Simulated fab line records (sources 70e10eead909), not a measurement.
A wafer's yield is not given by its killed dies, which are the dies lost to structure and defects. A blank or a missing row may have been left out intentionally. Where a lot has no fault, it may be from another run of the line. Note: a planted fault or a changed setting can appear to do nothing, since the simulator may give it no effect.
The tool behind it: which one?	flow nand harc	12 lots with 36 wafers sampled at 3 steps, on a route of 1302 steps

## WHAT EACH GAUGE READ, for each wafer
NHARC_A_CHANNEL_HOLE_D2_INSPECT_40.
lot	measured	on	raw defect count
L077	day 14 10:52	defect inspect-02	335 294 276
L075	day 14 15:01	defect inspect-01	264 334 247
L079	day 15 13:01	defect inspect-02	436 329 306
L081	day 16 06:31	defect inspect-02	295 390 404
L083	day 17 05:04	defect inspect-02	374 328 292
L085	day 17 21:11	defect inspect-02	273 276 295
L087	day 18 12:16	defect inspect-02	177 529 138
L088	day 19 09:20	defect inspect-01	244 405 289
L091	day 20 10:53	defect inspect-02	367 304 255
L092	day 21 03:45	defect inspect-02	320 389 203
L095	day 22 05:20	defect inspect-02	169 233 123
L097	day 22 23:20	defect inspect-02	316 140 259

## EACH LOT AND THE TOOL THAT RAN IT (in order: tool; ch and the chambers of the sampled wafers; start)
lot	NHARC_A_CHANNEL_HOLE_D2_ETCH_19	NHARC_A_CHANNEL_HOLE_D2_ETCH_26
L077	har etch-02 ch 0,1, day 14 05:11	har etch-02 ch 0,1, day 14 08:59
L075	har etch-02 ch 0,1, day 14 09:22	har etch-02 ch 0,1, day 14 13:11
L079	har etch-02 ch 0,1, day 15 07:22	har etch-02 ch 0,1, day 15 11:10
L081	har etch-01 ch 0,1, day 16 00:47	har etch-01 ch 0,1, day 16 04:35
L083	har etch-01 ch 0,1, day 16 23:23	har etch-01 ch 0,1, day 17 03:08
L085	har etch-01 ch 0,1, day 17 15:21	har etch-01 ch 0,1, day 17 19:10
L087	har etch-02 ch 0,1, day 18 06:35	har etch-02 ch 0,1, day 18 10:25
L088	har etch-02 ch 0,1, day 19 03:37	har etch-02 ch 0,1, day 19 07:24
L091	har etch-01 ch 0,1, day 20 05:11	har etch-01 ch 0,1, day 20 08:58
L092	har etch-02 ch 0,1, day 20 21:55	har etch-02 ch 0,1, day 21 01:42
L095	har etch-02 ch 0,1, day 21 23:38	har etch-02 ch 0,1, day 22 03:24
L097	har etch-02 ch 0,1, day 22 17:40	har etch-02 ch 0,1, day 22 21:28
- NHARC_A_CHANNEL_HOLE_D2_ETCH_19: etches the open film in C4F8/O2/Ar, time 34.5 s.
- NHARC_A_CHANNEL_HOLE_D2_ETCH_26: etches the open film in C4F8/O2/Ar, time 224.1 s, target depth 300 nm.

## THE ANSWER, worked out from the rows above alone
Rule: usual is defined by the lots themselves. Put in order of their means at a reading, lots are off if they are a third of the lots or fewer, leave a main group of 4 or more, and stand apart from it by a gap of 3 or more times the standard deviation of the main group's means; of several such gaps the widest counts. A main group is skipped when, at the precision printed for the reading in the tables above, its means are all equal. A lot without any number at a reading at which 4 lots or more have one is off too. Where the step has rows for the other lots, those lots are counted as sound.
None of the lots is off at any reading shown; this tells nothing.

## WHAT THE SIMULATOR HAD PUT IN
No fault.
